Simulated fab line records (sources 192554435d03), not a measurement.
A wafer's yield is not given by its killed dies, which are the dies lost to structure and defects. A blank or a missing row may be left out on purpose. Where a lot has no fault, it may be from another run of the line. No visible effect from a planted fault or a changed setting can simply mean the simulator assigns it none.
Struck lot and sound lot, side by side / flow n5_finfet / 19 out of 1938 route steps
Sound: these wafers, L955.1, L955.4, L955.6. Wafers L944.1, L944.2, L944.4 were the ones struck. The cause is given at the end.
At each step with rows: each side's tool, then ch and its chambers, then its first start. Under that, the readings that differ: sound wafers / struck wafers / difference of the means / sigmas: that difference in standard deviations of wafers without a fault.
alike: a reading whose means differ by less than 2 such deviations, as well as words and numbers matching on both sides. not compared: withheld readings; readings where some wafer has no value; bounds like >300 that might hide an equal value; numbers whose values overlap and for which the record gives no deviation.
A row with sigmas, a row that says differs or no value, or rows on one side alone: a step with any of these is where the two part. Numbers that don't overlap but have no deviation are shown without sigmas and don't part them. A reading that every wafer of one side lacks parts them only if that side has two wafers or more.

N5_BEOL_M15_DESCUM_33: chemistry O2, time 7.9 s.
  sound on rie_diel-03 ch 0,1,2, day 15 01:05; struck on rie_diel-04 ch 0,1,3, day 12 08:37
  alike: chamber_pressure_mTorr, drypump_motor_current_A, oes_product_au, rf_fwd_power_W, rf_vpp_V, showerhead_plenum_p_Torr, temp_c, throttle_valve_pct
  not compared: rf_hours_counter_h
then, 1 step without rows for these wafers: N5_BEOL_M15_ETCH_61 (etches BARC in N2/H2, target depth 89 nm, overetch 26.7 nm, time 67.9 s).
N5_BEOL_M15_TRENCH_ETCH_34: etches SiO2 in C4F8/O2/Ar, target depth 872.93 nm, time 199 s.
  sound on rie_diel-03 ch 0,1,2, day 15 01:10; struck on rie_diel-04 ch 0,1,3, day 12 08:42
  alike: chamber_pressure_mTorr, drypump_motor_current_A, he_outer_torr, mfc_ar_sccm, oes_product_au, rf_fwd_power_W, rf_vpp_V, showerhead_plenum_p_Torr, throttle_valve_pct
  not compared: rf_hours_counter_h
N5_BEOL_M15_STRIP_36: strips in O2.
  sound on rie_diel-03 ch 0,1,3, day 15 01:26; struck on rie_diel-03 ch 1,2,3, day 12 09:52
  alike: chamber_pressure_mTorr, drypump_motor_current_A, oes_product_au, rf_vpp_V, showerhead_plenum_p_Torr, temp_c, throttle_valve_pct
  not compared: rf_hours_counter_h
then, 2 steps without rows for these wafers: N5_BEOL_M15_STRIP_62 (strips in O2); N5_BEOL_M15_STRIP_37 (strips in O2).
N5_BEOL_M15_ETCH_38: etches SiCN in CF4/N2, target depth 106.4 nm, time 120.5 s.
  sound: rie_diel-03 ch 0,1,3; struck: rie_diel-03 ch 1,2,3
  alike: chamber_pressure_mTorr, drypump_motor_current_A, mfc_ar_sccm, oes_product_au, rf_fwd_power_W, rf_vpp_V, showerhead_plenum_p_Torr, throttle_valve_pct
  not compared: rf_hours_counter_h
then, 4 steps without rows for these wafers: N5_BEOL_M15_PRECLEAN_39 (cleans in residue remover, time 60 s); N5_BEOL_M15_SRD_40 (time 30 s, dry time 30 s); N5_BEOL_M15_DEGAS_41 (time 60 s); N5_BEOL_M15_PRE_CLEAN_42 (time 30 s).
N5_BEOL_M15_SPUTTER_43: material TaN, target thk 15 nm, time 24.19 s.
  sound on pvd_sputter-03, day 15 02:10; struck on pvd_sputter-03, day 12 10:53
  alike: chamber_pressure_pa, susceptor_temp_C, throttle_valve_pct
then, 3 steps without rows for these wafers: N5_BEOL_M15_SPUTTER_44 (material Ta, target thk 15 nm, time 24.19 s); N5_BEOL_M15_SPUTTER_45 (material Cu, target thk 100 nm, time 16.67 s); N5_BEOL_M15_ECD_47 (material Cu, target thk 1860 nm).
N5_BEOL_M15_ANNEAL_48: time 90 s.
  sound on rtp_anneal-01 ch 0, day 15 02:41; struck on rtp_anneal-02 ch 0, day 12 11:25
  alike: anneal_temp_c, wafer_temp_C_max
N5_BEOL_M15_CMP_49: polishes, stops on SiO2, t overpolish 4.9 s, target thk 850 nm.
  sound on cmp-01 ch 1,3, day 15 03:01; struck on cmp-02 ch 0,1,3, day 12 11:44
reading=barrier_field_endpoint_s (s); sound=11.51 11.46 11.59; struck=16.48 17.08 17.16; difference=+5.39; sigmas=+22
  alike: clearing_platen_rpm, motor_current_A, overpolish_run_s
N5_BEOL_M15_THK_MEAS_50: measures by xrf.
  sound on film_metro-02, day 15 03:17; struck on film_metro-02, day 12 12:00
  alike: M15_THK
N5_PASSIVATION_PROBE_49:
  rows exist in the record for the sound wafers here (prober-01, day 15 19:33), none for the struck ones

== WHERE THEY PART ==
First at N5_BEOL_M15_CMP_49; last, within this record, at N5_PASSIVATION_PROBE_49.

WHY: what had been put in by the simulator
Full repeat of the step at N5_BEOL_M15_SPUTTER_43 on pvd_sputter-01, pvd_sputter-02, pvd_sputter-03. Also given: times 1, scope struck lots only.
